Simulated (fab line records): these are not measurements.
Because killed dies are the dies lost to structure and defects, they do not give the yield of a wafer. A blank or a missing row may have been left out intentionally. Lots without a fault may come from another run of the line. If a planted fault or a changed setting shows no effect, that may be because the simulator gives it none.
fab line records | flow nand_harc | part 2 of 2: steps 5 to 6 of 6
record: lots: 23 | wafers: 69 | last_day: 34
route steps=1302 shown A_CHANNEL_FILL_D2@620 A_STAIRCASE@668
lots that met no fault: from a run of the same line without faults
start_h: start of the lot's first displayed wafer, in hours after the record's first day | wait_h: how many hours have passed since the lot's step before this one | " same as the row above | L1.1+2: a single row standing in for several wafers | - no value, or no start given | * or withheld: withheld | < > ~ a bound
route shown NAME@n: NAME is a module with steps in the file, n the number in the route of the first one | usual: average and standard deviation across the fault-free wafers | same: alike in all rows | chamber/n: place in a boat | sites: each site's reading | _std_site: the standard deviation of these | _edge_site: the outer-site mean with the inner-site mean subtracted | radius_mm: for every site, how far away it sits from the centre of the wafer | mask NAME#n: copy n | behind: the most recent tool/chamber to have shaped the wafer | hold: what put the lot on hold/how long, in hours/how the hold closed | device: whichever transistor did not switch (one of n, p or np) | end of line: the same wafers' tests at the end of the route | where a step has no rows: the recipe by itself | killed: at the first sort, the dies lost to defects and structure; wafer yield is something else | map: a wafer's dies, marking killed ones x, the rest . and places with no die _
set.NAME: the run value of the setting; set.NAME@STEP: its run value at that earlier step | model.NAME: the simulator's own value behind a step, which no gauge read
route steps across a sampled set of lots; one table per step, one row per wafer
services: the hour from which a tool's chamber was out of use, counted from the record's first day as start_h (under 0 if before that day), plus the number of hours and why
== steps ==
step: NHARC_A_STAIRCASE_ETCH_190
recipe: target_depth_a: 1000 | time_s: 40.5 | ion_energy_ev: 400 | c4f8_flow_sccm: 20 | o2_flow_sccm: 10 | ar_flow_sccm: withheld | rf_w: 600 | bias_w: 1000 | chemistry: C4F8/O2
usual: bias_w: 1000.6/2.8 | oes_product_au: 0.946/0.012 | rf_vpp_V: 898/6.7
lot.wafer | tool        | chamber | start_h | wait_h | bias_w | oes_product_au | rf_hours_counter_h | rf_vpp_V
L075.1    | rie_diel-13 | 2       | -       | -      | 998.6  | 0.942          | 3                  | 904
L075.2    | "           | 0       | "       | "      | 1001.6 | 0.935          | 3                  | 890
L075.6    | "           | 0       | "       | "      | 1002.6 | 0.930          | -                  | 889
L074.4    | rie_diel-05 | 3       | -       | -      | 994.7  | 0.958          | 25                 | 895
L074.3    | "           | 0       | "       | "      | 999.2  | 0.942          | 38                 | 887
L074.5    | "           | 0       | "       | "      | 1001.4 | 0.964          | -                  | 886
L077.2    | rie_diel-13 | 2       | -       | -      | 1007.5 | 0.945          | 12                 | 904
L077.3    | "           | 3       | "       | "      | 1006.7 | 0.945          | 5                  | 888
L077.1    | "           | 0       | "       | "      | 999.9  | 0.956          | 13                 | 889
L076.3    | rie_diel-08 | 1       | -       | -      | 998.6  | 0.951          | 1                  | 906
L076.4    | "           | 2       | "       | "      | 1004.0 | 0.939          | 1                  | 907
L076.5    | "           | 3       | "       | "      | 999.7  | 0.941          | -                  | 898
L078.1    | rie_diel-05 | 2       | -       | -      | 1000.1 | 0.973          | 49                 | 893
L078.2    | "           | 3       | "       | "      | 994.7  | 0.950          | 34                 | 897
L078.6    | "           | 1       | "       | "      | 998.5  | 0.956          | -                  | 906
L079.2    | rie_diel-13 | 1       | -       | -      | 998.4  | 0.974          | 24                 | 903
L079.3    | "           | 3       | "       | "      | 999.4  | 0.943          | 14                 | 888
L079.5    | "           | 0       | "       | "      | 1001.2 | 0.951          | -                  | 889
L081.1    | rie_diel-08 | 1       | -       | -      | 1006.2 | 0.940          | 9                  | 904
L081.4    | "           | 2       | "       | "      | 1001.1 | 0.947          | 10                 | 905
L081.2    | "           | 3       | "       | "      | 1000.8 | 0.972          | 10                 | 896
L080.3    | rie_diel-13 | 3       | -       | -      | 1000.2 | 0.958          | 14                 | 888
L080.2    | "           | 1       | "       | "      | 998.8  | 0.957          | 24                 | 904
L080.4    | "           | 2       | "       | "      | 999.2  | 0.961          | 22                 | 903
L082.1    | rie_diel-05 | 0       | -       | -      | 1003.4 | 0.971          | 7                  | 905
L082.3    | "           | 2       | "       | "      | 1003.2 | 0.949          | 10                 | 894
L082.5    | "           | 0       | "       | "      | 996.0  | 0.968          | -                  | 905
L083.1    | rie_diel-08 | 2       | -       | -      | 999.2  | 0.958          | 18                 | 906
L083.3    | "           | 3       | "       | "      | 999.1  | 0.971          | 18                 | 896
L083.6    | "           | 3       | "       | "      | 1002.9 | 0.971          | -                  | 895
L085.2    | rie_diel-13 | 0       | -       | -      | 1002.6 | 0.935          | 43                 | 889
L085.1    | "           | 2       | "       | "      | 997.9  | 0.946          | 37                 | 903
L085.5    | "           | 3       | "       | "      | 999.0  | 0.945          | -                  | 888
L084.2    | rie_diel-08 | 2       | -       | -      | 1000.5 | 0.965          | 28                 | 904
L084.1    | "           | 3       | "       | "      | 1002.2 | 0.956          | 30                 | 898
L084.3    | "           | 0       | "       | "      | 1003.3 | 0.934          | 29                 | 894
L086.3    | rie_diel-08 | 2       | -       | -      | 999.7  | 0.947          | 32                 | 904
L086.2    | "           | 3       | "       | "      | 1000.9 | 0.933          | 35                 | 897
L086.5    | "           | 3       | "       | "      | 998.5  | 0.929          | -                  | 896
L088.3    | rie_diel-08 | 1       | -       | -      | 998.8  | 0.941          | 34                 | 903
L088.2    | "           | 0       | "       | "      | 1008.1 | 0.940          | 37                 | 894
L088.5    | "           | 2       | "       | "      | 999.0  | 0.938          | -                  | 905
L090.3    | rie_diel-13 | 2       | -       | -      | 1005.4 | 0.940          | 53                 | 905
L090.6    | "           | 3       | "       | "      | 996.7  | 0.947          | -                  | 887
L090.5    | "           | 0       | "       | "      | 1001.9 | 0.942          | -                  | 887
L089.2    | rie_diel-05 | 0       | -       | -      | 1003.6 | 0.952          | 31                 | 907
L089.1    | "           | 1       | "       | "      | 1001.2 | 0.931          | 31                 | 905
L089.3    | "           | 2       | "       | "      | 1004.6 | 0.940          | 36                 | 893
L091.3    | rie_diel-05 | 2       | -       | -      | 1002.8 | 0.950          | 42                 | 891
L091.4    | "           | 3       | "       | "      | 1000.2 | 0.939          | 41                 | 895
L091.1    | "           | 0       | "       | "      | 1004.6 | 0.940          | 35                 | 906
L092.4    | rie_diel-05 | 3       | -       | -      | 1005.6 | 0.957          | 48                 | 895
L092.1    | "           | 0       | "       | "      | 1001.6 | 0.953          | 44                 | 905
L092.3    | "           | 1       | "       | "      | 997.5  | 0.933          | 44                 | 904
L093.2    | rie_diel-05 | 2       | -       | -      | 1001.9 | 0.947          | 52                 | 892
L093.4    | "           | 3       | "       | "      | 995.0  | 0.942          | 51                 | 894
L093.5    | "           | 3       | "       | "      | 999.2  | 0.947          | -                  | 895
L095.1    | rie_diel-05 | 0       | -       | -      | 1000.8 | 0.952          | 52                 | 905
L095.3    | "           | 3       | "       | "      | 994.6  | 0.934          | 54                 | 894
L095.5    | "           | 0       | "       | "      | 1003.6 | 0.960          | -                  | 906
L094.1    | rie_diel-05 | 2       | -       | -      | 1000.5 | 0.937          | 55                 | 891
L094.3    | "           | 3       | "       | "      | 1004.1 | 0.934          | 54                 | 894
L094.4    | "           | 0       | "       | "      | 1003.4 | 0.942          | 52                 | 906
L096.1    | rie_diel-13 | 0       | -       | -      | 1003.7 | 0.939          | 12                 | 888
L096.4    | "           | 1       | "       | "      | 1001.5 | 0.969          | 16                 | 902
L096.3    | "           | 2       | "       | "      | 1000.9 | 0.943          | 18                 | 904
L097.4    | rie_diel-08 | 1       | -       | -      | 1001.6 | 0.933          | 18                 | 903
L097.3    | "           | 2       | "       | "      | 1005.1 | 0.935          | 14                 | 904
L097.6    | "           | 1       | "       | "      | 997.9  | 0.941          | -                  | 904
step: NHARC_A_STAIRCASE_TRIM_191
recipe: time_s: 211.2 | o2_flow_sccm: 500 | ar_flow_sccm: 0 | bias_w: 0 | chemistry: O2
usual: drypump_motor_current_A: 5.9/0.35 | oes_product_au: 1.001/0.011 | rf_vpp_V: 57.9/0.94 | showerhead_plenum_p_Torr: 3.59/0.18 | throttle_valve_pct: 17.036/0.0079
same: bias_w: 0
lot.wafer | tool        | chamber | start_h | wait_h | drypump_motor_current_A | oes_product_au | rf_hours_counter_h | rf_vpp_V | showerhead_plenum_p_Torr | throttle_valve_pct
L075.2    | rie_diel-13 | 2       | -       | -      | 5.7                     | 0.993          | 3                  | 57.1     | 3.78                     | 17.046
L075.1    | "           | 0       | "       | "      | 5.6                     | 0.989          | 3                  | 56.0     | 3.35                     | 17.035
L075.6    | "           | 0       | "       | "      | 5.6                     | 0.988          | -                  | 56.6     | 3.35                     | 17.029
L074.4    | rie_diel-05 | 1       | -       | -      | 6.2                     | 0.992          | 40                 | 57.3     | 3.78                     | 17.043
L074.3    | "           | 0       | "       | "      | 5.6                     | 1.010          | 38                 | 57.1     | 3.28                     | 17.044
L074.5    | "           | 1       | "       | "      | 6.2                     | 0.991          | -                  | 58.4     | 3.78                     | 17.043
L077.3    | rie_diel-13 | 0       | -       | -      | 5.6                     | 1.001          | 13                 | 57.1     | 3.34                     | 17.031
L077.1    | "           | 2       | "       | "      | 5.7                     | 0.996          | 12                 | 58.3     | 3.77                     | 17.040
L077.2    | "           | 3       | "       | "      | 5.9                     | 0.998          | 5                  | 57.1     | 3.31                     | 17.037
L076.3    | rie_diel-08 | 3       | -       | -      | 5.2                     | 0.998          | 1                  | 57.5     | 3.54                     | 17.034
L076.4    | "           | 1       | "       | "      | 6.3                     | 0.994          | 1                  | 58.5     | 3.78                     | 17.039
L076.5    | "           | 2       | "       | "      | 6.0                     | 0.996          | -                  | 58.9     | 3.81                     | 17.039
L078.2    | rie_diel-05 | 0       | -       | -      | 5.6                     | 1.008          | 47                 | 56.8     | 3.27                     | 17.029
L078.1    | "           | 2       | "       | "      | 5.8                     | 1.018          | 49                 | 57.1     | 3.45                     | 17.022
L078.6    | "           | 0       | "       | "      | 5.6                     | 1.013          | -                  | 58.6     | 3.27                     | 17.041
L079.3    | rie_diel-13 | 2       | -       | -      | 5.7                     | 1.000          | 22                 | 59.0     | 3.76                     | 17.032
L079.2    | "           | 3       | "       | "      | 5.9                     | 1.008          | 14                 | 57.3     | 3.31                     | 17.033
L079.5    | "           | 1       | "       | "      | 6.6                     | 1.010          | -                  | 56.5     | 3.73                     | 17.035
L081.1    | rie_diel-08 | 1       | -       | -      | 6.3                     | 0.993          | 9                  | 58.8     | 3.77                     | 17.038
L081.4    | "           | 2       | "       | "      | 6.0                     | 1.009          | 10                 | 57.3     | 3.80                     | 17.028
L081.2    | "           | 3       | "       | "      | 5.2                     | 1.007          | 10                 | 58.5     | 3.54                     | 17.040
L080.4    | rie_diel-13 | 0       | -       | -      | 5.6                     | 0.998          | 25                 | 58.2     | 3.34                     | 17.036
L080.3    | "           | 2       | "       | "      | 5.7                     | 1.008          | 22                 | 57.7     | 3.76                     | 17.045
L080.2    | "           | 3       | "       | "      | 5.9                     | 0.995          | 14                 | 58.2     | 3.31                     | 17.038
L082.3    | rie_diel-05 | 3       | -       | -      | 6.0                     | 0.992          | 8                  | 59.0     | 3.49                     | 17.043
L082.1    | "           | 1       | "       | "      | 6.2                     | 0.975          | 9                  | 60.9     | 3.77                     | 17.038
L082.5    | "           | 3       | "       | "      | 6.0                     | 0.996          | -                  | 57.7     | 3.49                     | 17.018
L083.1    | rie_diel-08 | 3       | -       | -      | 5.2                     | 1.014          | 18                 | 57.5     | 3.53                     | 17.036
L083.3    | "           | 1       | "       | "      | 6.3                     | 1.020          | 18                 | 57.3     | 3.77                     | 17.032
L083.6    | "           | 3       | "       | "      | 5.2                     | 0.993          | -                  | 56.8     | 3.53                     | 17.049
L085.1    | rie_diel-13 | 1       | -       | -      | 6.6                     | 1.016          | 38                 | 59.0     | 3.72                     | 17.039
L085.2    | "           | 2       | "       | "      | 5.7                     | 0.993          | 37                 | 58.5     | 3.76                     | 17.026
L085.5    | "           | 3       | "       | "      | 5.9                     | 1.006          | -                  | 56.2     | 3.30                     | 17.035
L084.1    | rie_diel-08 | 2       | -       | -      | 6.0                     | 1.010          | 29                 | 58.3     | 3.79                     | 17.030
L084.2    | "           | 3       | "       | "      | 5.2                     | 1.001          | 30                 | 57.5     | 3.52                     | 17.045
L084.3    | "           | 0       | "       | "      | 5.9                     | 1.009          | 29                 | 58.0     | 3.45                     | 17.026
L086.2    | rie_diel-08 | 0       | -       | -      | 5.9                     | 0.994          | 33                 | 57.5     | 3.45                     | 17.039
L086.3    | "           | 2       | "       | "      | 6.0                     | 1.002          | 32                 | 58.8     | 3.79                     | 17.038
L086.5    | "           | 0       | "       | "      | 5.9                     | 1.001          | -                  | 58.4     | 3.45                     | 17.042
L088.2    | rie_diel-08 | 0       | -       | -      | 5.9                     | 0.989          | 37                 | 57.9     | 3.45                     | 17.036
L088.3    | "           | 2       | "       | "      | 6.0                     | 0.994          | 35                 | 57.4     | 3.79                     | 17.034
L088.5    | "           | 1       | "       | "      | 6.3                     | 0.996          | -                  | 57.8     | 3.76                     | 17.029
L090.3    | rie_diel-13 | 0       | -       | -      | 5.6                     | 0.996          | 55                 | 57.7     | 3.32                     | 17.051
L090.6    | "           | 1       | "       | "      | 6.6                     | 1.019          | -                  | 59.1     | 3.72                     | 17.035
L090.5    | "           | 2       | "       | "      | 5.7                     | 1.012          | -                  | 57.7     | 3.75                     | 17.043
L089.2    | rie_diel-05 | 2       | -       | -      | 5.8                     | 1.005          | 36                 | 57.2     | 3.42                     | 17.053
L089.1    | "           | 3       | "       | "      | 6.0                     | 1.000          | 36                 | 58.5     | 3.48                     | 17.045
L089.3    | "           | 0       | "       | "      | 5.6                     | 0.999          | 31                 | 58.2     | 3.79                     | 17.046
L091.1    | rie_diel-05 | 0       | -       | -      | 5.6                     | 1.009          | 35                 | 58.2     | 3.79                     | 17.035
L091.4    | "           | 1       | "       | "      | 6.2                     | 1.003          | 36                 | 58.5     | 3.75                     | 17.049
L091.3    | "           | 3       | "       | "      | 6.0                     | 1.010          | 41                 | 57.4     | 3.47                     | 17.038
L092.3    | rie_diel-05 | 3       | -       | -      | 6.0                     | 1.002          | 48                 | 58.1     | 3.47                     | 17.048
L092.4    | "           | 0       | "       | "      | 5.6                     | 1.006          | 44                 | 57.7     | 3.78                     | 17.049
L092.1    | "           | 2       | "       | "      | 5.8                     | 0.993          | 48                 | 56.1     | 3.42                     | 17.020
L093.4    | rie_diel-05 | 3       | -       | -      | 6.0                     | 0.988          | 52                 | 56.9     | 3.47                     | 17.037
L093.2    | "           | 0       | "       | "      | 5.7                     | 1.016          | 49                 | 59.7     | 3.78                     | 17.037
L093.5    | "           | 2       | "       | "      | 5.8                     | 1.002          | -                  | 57.9     | 3.42                     | 17.033
L095.1    | rie_diel-05 | 2       | -       | -      | 5.8                     | 0.995          | 55                 | 57.3     | 3.41                     | 17.037
L095.3    | "           | 3       | "       | "      | 6.0                     | 0.993          | 54                 | 57.4     | 3.47                     | 17.027
L095.5    | "           | 0       | "       | "      | 5.6                     | 1.013          | -                  | 58.6     | 3.78                     | 17.020
L094.4    | rie_diel-05 | 2       | -       | -      | 5.8                     | 1.002          | 55                 | 56.8     | 3.41                     | 17.039
L094.3    | "           | 3       | "       | "      | 6.0                     | 0.998          | 54                 | 58.5     | 3.47                     | 17.039
L094.1    | "           | 0       | "       | "      | 5.6                     | 1.004          | 52                 | 58.1     | 3.78                     | 17.048
L096.4    | rie_diel-13 | 2       | -       | -      | 5.7                     | 0.995          | 18                 | 58.1     | 3.73                     | 17.036
L096.3    | "           | 3       | "       | "      | 5.9                     | 1.001          | 14                 | 58.0     | 3.28                     | 17.039
L096.1    | "           | 0       | "       | "      | 5.6                     | 0.982          | 12                 | 55.4     | 3.31                     | 17.036
L097.3    | rie_diel-08 | 1       | -       | -      | 6.3                     | 1.011          | 18                 | 57.0     | 3.74                     | 17.030
L097.4    | "           | 2       | "       | "      | 6.0                     | 1.004          | 15                 | 59.6     | 3.77                     | 17.021
L097.6    | "           | 3       | "       | "      | 5.2                     | 0.996          | -                  | 58.7     | 3.50                     | 17.047
== services ==
tool          | chamber | start_h | hours | kind
rie_diel-04   | 0       | 305.58  | 25.3  | repair
rie_diel-12   | 1       | 312.92  | 2.7   | repair
rie_diel-02   | -       | 319.61  | 0.5   | repair
rie_diel-04   | 3       | 325.73  | 2.9   | repair
rie_diel-02   | 2       | 329.30  | 1.9   | repair
rie_diel-04   | 3       | 339.09  | 7.5   | repair
rie_diel-13   | -       | 342.15  | 9.0   | pm
rie_diel-12   | 3       | 348.33  | 5.5   | repair
rie_diel-12   | 2       | 351.71  | 2.7   | repair
rie_diel-02   | 1       | 352.42  | 9.2   | repair
rie_diel-04   | -       | 354.91  | 9.0   | pm
rie_diel-08   | 1       | 362.56  | 14.8  | repair
rie_diel-13   | 3       | 367.62  | 6.2   | repair
rie_diel-08   | -       | 367.80  | 9.0   | pm
rtp_anneal-01 | -       | 372.07  | 12.0  | pm
rie_diel-02   | -       | 393.70  | 9.0   | pm
rie_diel-05   | -       | 407.60  | 9.0   | pm
rie_diel-12   | -       | 445.44  | 9.0   | pm
rie_diel-13   | 1       | 446.38  | 4.5   | repair
rie_diel-02   | 1       | 529.13  | 17.8  | repair
rie_diel-08   | -       | 544.85  | 9.0   | pm
rie_diel-02   | 2       | 565.61  | 6.4   | repair
rie_diel-02   | -       | 570.70  | 9.0   | pm
rie_diel-05   | -       | 583.25  | 28.3  | repair
